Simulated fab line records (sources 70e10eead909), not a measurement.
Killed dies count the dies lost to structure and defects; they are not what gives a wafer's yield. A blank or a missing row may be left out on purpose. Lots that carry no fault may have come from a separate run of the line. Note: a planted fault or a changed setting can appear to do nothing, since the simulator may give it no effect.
fab line records	flow nand-harc	part 1 of 2: steps 1 to 4 of 6
[record] lots = 23	wafers = 69	last-day = 25
route steps=1159 shown A_CONTACT@914 A_BLC@977 A_M0@1019
lots untouched by any fault: they come from a run of this same line in which no faults occurred
start-h: hours from the record's opening day to when the first of the lot's shown wafers began	wait-h: hours since the lot's step before	" unchanged from the row above	L1.1+2: a row that stands for several wafers	- either no value or no given start	* or withheld: withheld	< > ~ a bound
route shown NAME@n: names a module that has steps shown in the file, with the first one's number in the route	usual: the fault-free wafers' mean and standard deviation	same: alike in all rows	chamber/n: place in a boat	sites: the reading at each site	_std_site: their standard deviation	_edge_site: outer sites' mean less inner sites'	radius-mm: for every site, how far away it sits from the centre of the wafer	mask NAME#n: copy n	behind: tool/chamber where the wafer was last shaped	hold: reason for holding the lot/hours on hold/outcome of the hold	device: names the non-switching transistor (n, p or np)	end of line: the same wafers' tests at the end of the route	a step without rows: its recipe alone	killed: count of dies lost to structure and defects at first sort (not the wafer's yield)	map: per-die view of a wafer (x killed, . not killed, _ where there is no die)
set.NAME: the run value of the setting; set.NAME@STEP: its run value at that earlier step	model.NAME: the simulator's own value behind a step, which no gauge read
route steps across a sampled set of lots; one table per step, one row per wafer
services: the hour from which a tool's chamber was out of use, counted from the record's first day as start-h (under 0 if before that day), plus the number of hours and why
[[steps]]
[step NHARC_A_CONTACT_ETCH_91]
[recipe] target-depth-a = 400	over-etch-frac = 0.5	time-s = 85.7	ion-energy-ev = 120	ch3f-flow-sccm = 50	o2-flow-sccm = 30	ar-flow-sccm = 200	rf-w = 500	bias-w = 100	chemistry = CH3F/O2
[usual] drypump-motor-current-A = 5.9/0.38	oes-product-au = 0.931/0.019	rf-vpp-V = 244.0/1.6	showerhead-plenum-p-Torr = 2.43/0.1	throttle-valve-pct = 20.663/0.0095
lot.wafer	tool	chamber	start-h	wait-h	drypump-motor-current-A	oes-product-au	rf-hours-counter-h	rf-vpp-V	showerhead-plenum-p-Torr	throttle-valve-pct
L075.3	rie-diel-08	2	382.07	0.4	5.8	1.002	16	242.7	2.29	20.664
L075.1	"	3	"	"	5.6	1.010	15	243.3	2.45	20.668
L075.6	"	0	"	"	5.7	1.007	-	243.8	2.43	20.658
L078.2	rie-diel-11	3	390.08	0.5	6.5	0.915	62	244.8	2.50	20.661
L078.3	"	1	"	"	6.2	0.928	58	244.2	2.41	20.668
L078.5	"	3	"	"	6.6	0.923	-	243.9	2.50	20.661
L077.3	rie-diel-08	2	392.25	0.4	5.8	0.919	21	243.0	2.29	20.650
L077.2	"	3	"	"	5.6	0.944	20	244.1	2.45	20.673
L077.5	"	3	"	"	5.6	0.936	-	245.7	2.45	20.671
L074.2	rie-diel-10	2	393.84	0.6	5.2	0.922	12	244.8	2.50	20.679
L074.1	"	0	"	"	5.8	0.923	11	242.7	2.44	20.660
L074.5	"	3	"	"	5.7	0.924	-	243.9	2.49	20.638
L079.4	rie-diel-11	3	395.97	0.4	6.6	0.910	64	244.4	2.49	20.663
L079.3	"	1	"	"	6.1	0.929	61	244.1	2.41	20.671
L079.5	"	0	"	"	6.1	0.929	-	241.6	2.29	20.658
L076.2	rie-diel-08	3	398.43	0.5	5.6	0.931	22	242.9	2.45	20.652
L076.3	"	0	"	"	5.8	0.919	22	244.0	2.43	20.656
L076.5	"	3	"	"	5.5	0.936	-	243.8	2.45	20.656
L080.1	rie-diel-08	2	405.34	0.5	5.8	0.919	25	242.3	2.29	20.655
L080.6	"	2	"	"	5.8	0.920	-	241.8	2.29	20.670
L080.4	"	0	"	"	5.8	0.931	-	244.2	2.43	20.662
L081.1	rie-diel-08	0	414.72	0.5	5.8	0.938	26	242.8	2.43	20.641
L081.6	"	2	"	"	5.8	0.925	-	242.6	2.29	20.682
L081.5	"	3	"	"	5.5	0.939	-	244.9	2.44	20.674
L082.4	rie-diel-08	0	427.87	0.4	5.7	0.936	27	243.0	2.43	20.671
L082.2	"	2	"	"	5.8	0.923	27	240.6	2.29	20.667
L082.6	"	3	"	"	5.6	0.934	-	244.8	2.44	20.678
L083.4	rie-diel-08	2	438.79	0.4	5.8	0.924	30	243.5	2.28	20.670
L083.3	"	3	"	"	5.6	0.932	29	243.6	2.44	20.658
L083.1	"	1	"	"	6.5	0.929	24	247.6	2.58	20.671
L085.1	rie-diel-08	2	443.99	0.5	5.8	0.922	31	242.2	2.28	20.653
L085.3	"	0	"	"	5.8	0.931	31	244.9	2.43	20.668
L085.6	"	2	"	"	5.8	0.919	-	243.2	2.28	20.674
L084.2	rie-diel-08	1	444.34	0.6	6.5	0.943	25	245.9	2.58	20.679
L084.1	"	3	"	"	5.5	0.935	30	244.5	2.44	20.675
L084.3	"	0	"	"	5.7	0.922	31	243.6	2.43	20.664
L086.3	rie-diel-08	2	456.76	0.4	5.8	0.930	33	240.0	2.28	20.664
L086.4	"	3	"	"	5.5	0.938	32	244.1	2.44	20.648
L086.6	"	2	"	"	5.8	0.936	-	242.4	2.28	20.646
L088.3	rie-diel-08	1	460.89	0.4	6.5	0.931	29	246.4	2.58	20.662
L088.1	"	2	"	"	5.8	0.919	35	240.8	2.28	20.657
L088.5	"	0	"	"	5.8	0.920	-	242.8	2.43	20.668
L089.2	rie-diel-08	0	462.11	0.5	5.8	0.932	35	242.3	2.43	20.654
L089.4	"	1	"	"	6.5	0.935	29	245.8	2.58	20.653
L089.6	"	1	"	"	6.5	0.948	-	246.9	2.58	20.671
L090.4	rie-diel-10	1	462.48	0.4	5.2	0.902	35	243.0	2.31	20.679
L090.1	"	2	"	"	5.2	0.914	38	245.6	2.49	20.663
L090.3	"	3	"	"	5.7	0.920	38	245.6	2.48	20.672
L091.3	rie-diel-08	1	475.25	0.4	6.5	0.941	32	245.9	2.57	20.661
L091.2	"	2	"	"	5.8	0.909	38	244.3	2.28	20.675
L091.4	"	0	"	"	5.8	0.928	38	243.6	2.42	20.667
L092.3	rie-diel-10	2	490.79	0.4	5.2	0.920	46	245.7	2.49	20.653
L092.4	"	0	"	"	5.7	0.930	43	244.1	2.43	20.675
L092.5	"	1	"	"	5.2	0.909	-	242.9	2.30	20.661
L093.2	rie-diel-11	1	491.15	0.5	6.1	0.912	29	242.9	2.40	20.682
L093.4	"	0	"	"	6.1	0.925	31	247.8	2.65	20.661
L093.5	"	2	"	"	6.1	0.922	-	243.8	2.45	20.671
L096.4	rie-diel-08	3	505.77	0.9	5.6	0.925	2	243.8	2.44	20.659
L096.3	"	1	"	"	6.5	0.947	3	244.6	2.57	20.663
L096.6	"	2	"	"	5.8	0.920	-	242.3	2.28	20.671
L094.1	rie-diel-11	0	508.41	0.5	6.1	0.933	36	247.1	2.65	20.649
L094.3	"	1	"	"	6.1	0.919	36	242.4	2.40	20.656
L094.2	"	3	"	"	6.6	0.923	33	243.6	2.48	20.673
L095.4	rie-diel-08	2	514.51	0.4	5.8	0.939	4	241.2	2.28	20.657
L095.3	"	0	"	"	5.7	0.922	3	244.9	2.42	20.674
L095.5	"	2	"	"	5.8	0.920	-	240.4	2.28	20.678
L097.3	rie-diel-08	2	535.21	0.6	5.8	0.908	7	241.0	2.28	20.661
L097.6	"	0	"	"	5.8	0.914	-	243.5	2.42	20.671
L097.5	"	1	"	"	6.5	0.937	-	246.0	2.57	20.649
[step NHARC_A_CONTACT_ETCH_97]
[recipe] target-depth-a = 200	over-etch-frac = 0.5	time-s = 10	ion-energy-ev = 250	c4f6-flow-sccm = 25	o2-flow-sccm = 20	ar-flow-sccm = 500	rf-w = 600	bias-w = 500	chemistry = C4F6/O2
[usual] c4f6-flow-sccm = 24.99/0.077	drypump-motor-current-A = 5.9/0.37	oes-product-au = 0.959/0.019	rf-vpp-V = 546/3.2	showerhead-plenum-p-Torr = 3.88/0.15	throttle-valve-pct = 26.904/0.01
lot.wafer	tool	chamber	start-h	wait-h	c4f6-flow-sccm	drypump-motor-current-A	oes-product-au	rf-hours-counter-h	rf-vpp-V	showerhead-plenum-p-Torr	throttle-valve-pct
L075.1	rie-diel-08	3	-	-	25.03	5.6	1.014	15	546	3.91	26.911
L075.3	"	0	"	"	24.91	5.8	1.008	16	546	3.88	26.900
L075.6	"	2	"	"	25.08	5.8	1.000	-	542	3.67	26.915
L078.3	rie-diel-11	1	-	-	24.99	6.1	0.965	58	545	3.85	26.926
L078.2	"	2	"	"	24.95	6.1	0.951	59	547	3.93	26.880
L078.5	"	3	"	"	25.04	6.5	0.961	-	548	3.98	26.902
L077.3	rie-diel-08	3	392.40	0.1	24.94	5.6	0.971	20	547	3.91	26.908
L077.2	"	0	"	"	25.02	5.8	0.967	21	546	3.88	26.899
L077.5	"	2	"	"	24.88	5.8	0.955	-	541	3.67	26.898
L074.2	rie-diel-10	3	-	-	25.07	5.7	0.946	13	548	3.97	26.913
L074.1	"	1	"	"	25.12	5.2	0.949	11	542	3.71	26.905
L074.5	"	2	"	"	24.92	5.2	0.963	-	547	3.99	26.903
L079.4	rie-diel-11	1	-	-	24.95	6.1	0.956	61	546	3.85	26.879
L079.3	"	3	"	"	24.90	6.6	0.956	64	548	3.98	26.935
L079.5	"	1	"	"	24.94	6.1	0.952	-	545	3.85	26.905
L076.3	rie-diel-08	2	398.60	0.1	24.90	5.8	0.946	23	542	3.67	26.905
L076.2	"	3	"	"	24.94	5.6	0.958	22	547	3.91	26.925
L076.5	"	2	"	"	24.93	5.8	0.950	-	542	3.67	26.904
L080.1	rie-diel-08	3	405.60	0.2	24.92	5.5	0.968	24	547	3.90	26.906
L080.4	"	2	"	"	25.00	5.8	0.971	-	541	3.66	26.923
L080.6	"	3	"	"	25.05	5.6	0.974	-	546	3.90	26.898
L081.1	rie-diel-08	0	-	-	24.92	5.8	0.949	26	545	3.88	26.903
L081.5	"	1	"	"	24.94	6.5	0.952	-	551	4.10	26.918
L081.6	"	2	"	"	25.05	5.9	0.948	-	541	3.66	26.911
L082.4	rie-diel-08	2	-	-	25.07	5.8	0.919	27	542	3.66	26.918
L082.2	"	0	"	"	24.91	5.8	0.943	27	546	3.88	26.908
L082.6	"	1	"	"	25.13	6.5	0.949	-	552	4.10	26.906
L083.3	rie-diel-08	2	-	-	24.94	5.8	0.960	30	541	3.66	26.902
L083.1	"	3	"	"	24.97	5.6	0.982	29	545	3.90	26.898
L083.4	"	1	"	"	25.05	6.5	0.975	24	551	4.10	26.895
L085.3	rie-diel-08	0	-	-	24.87	5.8	0.950	31	547	3.88	26.914
L085.1	"	1	"	"	25.00	6.5	0.964	25	549	4.10	26.911
L085.6	"	0	"	"	24.88	5.8	0.949	-	546	3.88	26.896
L084.3	rie-diel-08	2	-	-	24.82	5.8	0.967	31	541	3.66	26.910
L084.1	"	3	"	"	24.89	5.5	0.992	30	546	3.90	26.898
L084.2	"	0	"	"	25.01	5.8	0.963	31	547	3.88	26.885
L086.3	rie-diel-08	0	-	-	24.96	5.8	0.966	33	546	3.88	26.893
L086.4	"	2	"	"	25.07	5.8	0.980	33	543	3.66	26.904
L086.6	"	0	"	"	24.96	5.8	0.962	-	544	3.87	26.894
L088.1	rie-diel-08	2	-	-	25.07	5.8	0.951	35	539	3.66	26.894
L088.3	"	0	"	"	25.01	5.7	0.970	35	546	3.87	26.897
L088.5	"	1	"	"	24.87	6.5	0.971	-	550	4.10	26.924
L089.4	rie-diel-08	3	-	-	25.09	5.6	0.970	34	547	3.90	26.897
L089.2	"	2	"	"	24.99	5.8	0.963	35	542	3.66	26.915
L089.6	"	3	"	"	25.00	5.6	0.980	-	547	3.90	26.887
L090.3	rie-diel-10	0	-	-	24.92	5.7	0.934	35	546	3.88	26.918
L090.1	"	2	"	"	24.95	5.2	0.942	38	549	3.97	26.904
L090.4	"	3	"	"	24.96	5.7	0.939	38	547	3.95	26.916
L091.2	rie-diel-08	2	-	-	24.98	5.8	0.946	38	540	3.66	26.880
L091.3	"	3	"	"	24.92	5.6	0.950	37	547	3.90	26.905
L091.4	"	0	"	"	25.09	5.7	0.948	38	547	3.87	26.906
L092.4	rie-diel-10	1	-	-	24.89	5.2	0.935	43	542	3.69	26.892
L092.3	"	2	"	"	25.03	5.2	0.944	47	547	3.97	26.924
L092.5	"	2	"	"	24.90	5.2	0.950	-	549	3.97	26.887
L093.4	rie-diel-11	0	-	-	25.06	6.1	0.936	31	551	4.21	26.905
L093.2	"	2	"	"	25.08	6.0	0.955	30	545	3.91	26.899
L093.5	"	3	"	"	25.04	6.6	0.937	-	548	3.96	26.909
L096.3	rie-diel-08	1	-	-	25.09	6.5	0.954	3	551	4.10	26.898
L096.4	"	2	"	"	25.00	5.8	0.935	3	541	3.65	26.909
L096.6	"	2	"	"	25.00	5.8	0.936	-	541	3.66	26.897
L094.1	rie-diel-11	1	-	-	25.02	6.1	0.930	36	545	3.83	26.901
L094.3	"	2	"	"	25.11	6.1	0.932	36	545	3.90	26.906
L094.2	"	3	"	"	24.93	6.6	0.928	33	547	3.96	26.919
L095.4	rie-diel-08	2	-	-	25.10	5.8	0.935	4	540	3.65	26.910
L095.3	"	0	"	"	25.00	5.8	0.939	3	545	3.87	26.908
L095.5	"	2	"	"	25.09	5.8	0.940	-	542	3.65	26.904
L097.3	rie-diel-08	2	-	-	24.96	5.9	0.942	7	542	3.65	26.903
L097.6	"	2	"	"	24.96	5.8	0.953	-	543	3.65	26.911
L097.5	"	3	"	"	25.00	5.6	0.959	-	546	3.89	26.893
[step NHARC_A_CONTACT_INSPECT_10]
[usual] raw-defect-count = 31/14
lot.wafer	tool	chamber	start-h	wait-h	raw-defect-count
L075.1	defect-inspect-02	-	386.63	0.0	22
L075.3	"	-	"	"	31
L075.6	"	-	"	"	20
L078.2	defect-inspect-01	-	393.73	0.0	28
L078.3	"	-	"	"	43
L078.5	"	-	"	"	37
L077.2	defect-inspect-01	-	396.39	0.0	27
L077.3	"	-	"	"	19
L077.5	"	-	"	"	21
L074.1	defect-inspect-01	-	397.28	0.0	11
L074.2	"	-	"	"	8
L074.5	"	-	"	"	12
L079.3	defect-inspect-02	-	399.45	0.0	20
L079.4	"	-	"	"	15
L079.5	"	-	"	"	14
L076.2	defect-inspect-01	-	403.26	0.0	16
L076.3	"	-	"	"	23
L076.5	"	-	"	"	19
L080.1	defect-inspect-02	-	409.69	0.0	34
L080.4	"	-	"	"	35
L080.6	"	-	"	"	44
L081.1	defect-inspect-02	-	418.04	0.0	23
L081.5	"	-	"	"	34
L081.6	"	-	"	"	35
L082.2	defect-inspect-02	-	431.06	0.0	33
L082.4	"	-	"	"	24
L082.6	"	-	"	"	27
L083.1	defect-inspect-02	-	442.42	0.0	52
L083.3	"	-	"	"	28
L083.4	"	-	"	"	47
L085.1	defect-inspect-02	-	447.37	0.0	32
L085.3	"	-	"	"	32
L085.6	"	-	"	"	27
L084.1	defect-inspect-02	-	448.63	0.0	25
L084.2	"	-	"	"	26
L084.3	"	-	"	"	24
L086.3	defect-inspect-01	-	461.88	0.0	16
L086.4	"	-	"	"	14
L086.6	"	-	"	"	15
L088.1	defect-inspect-02	-	465.63	0.0	35
L088.3	"	-	"	"	34
L088.5	"	-	"	"	44
L089.2	defect-inspect-02	-	466.67	0.0	54
L089.4	"	-	"	"	52
L089.6	"	-	"	"	52
L090.1	defect-inspect-01	-	466.90	0.0	50
L090.3	"	-	"	"	33
L090.4	"	-	"	"	34
L091.2	defect-inspect-01	-	481.78	0.0	39
L091.3	"	-	"	"	38
L091.4	"	-	"	"	45
L092.3	defect-inspect-02	-	494.06	0.0	20
L092.4	"	-	"	"	20
L092.5	"	-	"	"	14
L093.2	defect-inspect-02	-	494.58	0.0	61
L093.4	"	-	"	"	51
L093.5	"	-	"	"	60
L096.3	defect-inspect-01	-	509.13	0.0	14
L096.4	"	-	"	"	29
L096.6	"	-	"	"	29
L094.1	defect-inspect-02	-	512.77	0.0	63
L094.2	"	-	"	"	59
L094.3	"	-	"	"	51
L095.3	defect-inspect-02	-	518.61	0.0	40
L095.4	"	-	"	"	37
L095.5	"	-	"	"	45
L097.3	defect-inspect-02	-	538.87	0.0	22
L097.5	"	-	"	"	25
L097.6	"	-	"	"	27
[step NHARC_A_CONTACT_ETCH_110]
[recipe] target-depth-a = 500	overetch-a = 50	time-s = 27.5	ion-energy-ev = 100	cf4-flow-sccm = 80	o2-flow-sccm = 20	ar-flow-sccm = 0	rf-w = 300	bias-w = 100	chemistry = CF4/O2
[usual] drypump-motor-current-A = 5.8/0.41	oes-product-au = 0.999/0.011	rf-vpp-V = 197.5/1.4	showerhead-plenum-p-Torr = 1.32/0.054	throttle-valve-pct = 13.397/0.0091
lot.wafer	tool	chamber	start-h	wait-h	drypump-motor-current-A	oes-product-au	rf-hours-counter-h	rf-vpp-V	showerhead-plenum-p-Torr	throttle-valve-pct
L075.3	rie-diel-10	3	390.43	0.1	5.7	1.004	12	199.5	1.35	13.402
L075.1	"	0	"	"	5.7	1.000	11	198.2	1.32	13.393
L075.6	"	2	"	"	5.2	1.003	-	199.6	1.36	13.400
L078.2	rie-diel-08	2	396.57	0.1	5.8	1.005	22	195.9	1.24	13.391
L078.3	"	3	"	"	5.6	1.010	21	198.6	1.33	13.398
L078.5	"	3	"	"	5.6	1.006	-	198.1	1.33	13.399
L077.2	rie-diel-10	2	399.06	0.1	5.2	0.984	15	197.8	1.36	13.382
L077.3	"	0	"	"	5.7	0.996	14	198.7	1.32	13.392
L077.5	"	3	"	"	5.6	0.987	-	198.4	1.35	13.409
L074.1	rie-diel-10	0	400.05	0.0	5.7	0.998	14	197.3	1.32	13.411
L074.2	"	2	"	"	5.2	0.992	15	198.8	1.36	13.401
L074.5	"	0	"	"	5.8	0.986	-	197.8	1.32	13.388
L079.4	rie-diel-10	1	402.32	0.1	5.2	0.993	14	196.4	1.26	13.400
L079.3	"	2	"	"	5.2	0.993	15	198.9	1.36	13.405
L079.5	"	0	"	"	5.7	0.992	-	198.0	1.32	13.377
L076.2	rie-diel-10	1	406.53	0.0	5.2	0.982	15	196.1	1.26	13.406
L076.3	"	2	"	"	5.2	0.983	17	198.8	1.36	13.406
L076.5	"	1	"	"	5.2	0.992	-	197.6	1.26	13.392
L080.4	rie-diel-11	3	412.36	0.1	6.6	1.002	1	198.8	1.35	13.402
L080.1	"	0	"	"	6.1	1.019	1	201.2	1.45	13.399
L080.6	"	3	"	"	6.6	1.008	-	198.8	1.35	13.393
L081.1	rie-diel-08	0	420.72	0.1	5.7	1.006	27	198.0	1.32	13.402
L081.6	"	1	"	"	6.5	1.021	-	198.9	1.40	13.390
L081.5	"	2	"	"	5.8	0.985	-	196.1	1.24	13.410
L082.2	rie-diel-10	0	434.72	0.3	5.7	0.990	23	198.1	1.32	13.387
L082.4	"	1	"	"	5.2	0.998	23	196.6	1.25	13.405
L082.6	"	0	"	"	5.8	0.996	-	197.6	1.32	13.386
L083.4	rie-diel-08	1	445.19	0.0	6.5	1.019	25	200.3	1.40	13.378
L083.1	"	2	"	"	5.8	1.010	31	194.9	1.24	13.405
L083.3	"	0	"	"	5.8	1.008	31	197.2	1.32	13.402
L085.1	rie-diel-08	2	450.09	0.1	5.8	0.984	32	193.1	1.24	13.408
L085.3	"	0	"	"	5.8	0.997	32	198.1	1.32	13.390
L085.6	"	1	"	"	6.5	1.011	-	199.4	1.40	13.396
L084.1	rie-diel-11	2	451.36	0.1	6.0	0.984	15	196.8	1.33	13.398
L084.2	"	3	"	"	6.5	1.005	12	198.0	1.35	13.410
L084.3	"	1	"	"	6.1	0.985	14	197.2	1.31	13.398
L086.3	rie-diel-08	2	464.64	0.1	5.8	1.007	36	198.3	1.24	13.401
L086.4	"	1	"	"	6.5	1.021	29	198.2	1.40	13.397
L086.6	"	3	"	"	5.5	1.010	-	198.9	1.33	13.383
L088.1	rie-diel-08	0	468.55	0.1	5.8	1.004	37	196.0	1.32	13.393
L088.3	"	1	"	"	6.5	1.008	31	199.9	1.40	13.408
L088.5	"	3	"	"	5.6	1.015	-	196.8	1.33	13.393
L089.2	rie-diel-10	0	469.51	0.1	5.8	0.992	38	197.6	1.32	13.396
L089.6	"	2	"	"	5.2	0.992	-	198.4	1.35	13.403
L089.4	"	0	"	"	5.8	0.993	-	199.2	1.32	13.386
L090.4	rie-diel-08	2	469.81	0.1	5.8	0.993	37	197.5	1.24	13.413
L090.1	"	3	"	"	5.6	1.030	36	197.2	1.33	13.406
L090.3	"	1	"	"	6.5	1.026	31	198.2	1.40	13.398
L091.4	rie-diel-11	2	484.77	0.1	6.0	0.998	28	197.6	1.33	13.395
L091.3	"	3	"	"	6.5	1.010	27	197.3	1.35	13.386
L091.2	"	0	"	"	6.1	1.019	30	199.9	1.44	13.400
L092.3	rie-diel-11	1	496.84	0.1	6.1	0.992	31	197.1	1.30	13.388
L092.4	"	2	"	"	6.1	0.989	31	198.6	1.33	13.399
L092.5	"	1	"	"	6.1	0.998	-	196.6	1.30	13.394
L093.2	rie-diel-08	1	497.50	0.1	6.5	1.016	1	198.9	1.40	13.394
L093.4	"	3	"	"	5.6	0.997	1	198.5	1.33	13.400
L093.5	"	1	"	"	6.5	1.019	-	197.7	1.40	13.402
L096.4	rie-diel-08	3	511.81	0.1	5.5	0.997	4	196.4	1.32	13.406
L096.3	"	0	"	"	5.7	0.992	3	199.0	1.32	13.411
L096.6	"	1	"	"	6.5	1.016	-	199.4	1.40	13.396
L094.1	rie-diel-08	3	515.59	0.1	5.5	1.000	4	197.6	1.32	13.393
L094.2	"	0	"	"	5.8	1.000	3	197.2	1.32	13.409
L094.3	"	1	"	"	6.5	1.009	4	198.8	1.40	13.402
L095.3	rie-diel-08	3	521.68	0.1	5.6	0.995	4	197.5	1.32	13.388
L095.4	"	1	"	"	6.5	1.021	4	200.1	1.40	13.409
L095.5	"	3	"	"	5.5	0.994	-	198.2	1.32	13.396
L097.3	rie-diel-08	3	542.32	0.1	5.6	0.994	9	196.4	1.32	13.384
L097.5	"	3	"	"	5.6	0.997	-	198.0	1.32	13.393
L097.6	"	0	"	"	5.7	0.987	-	197.8	1.31	13.379
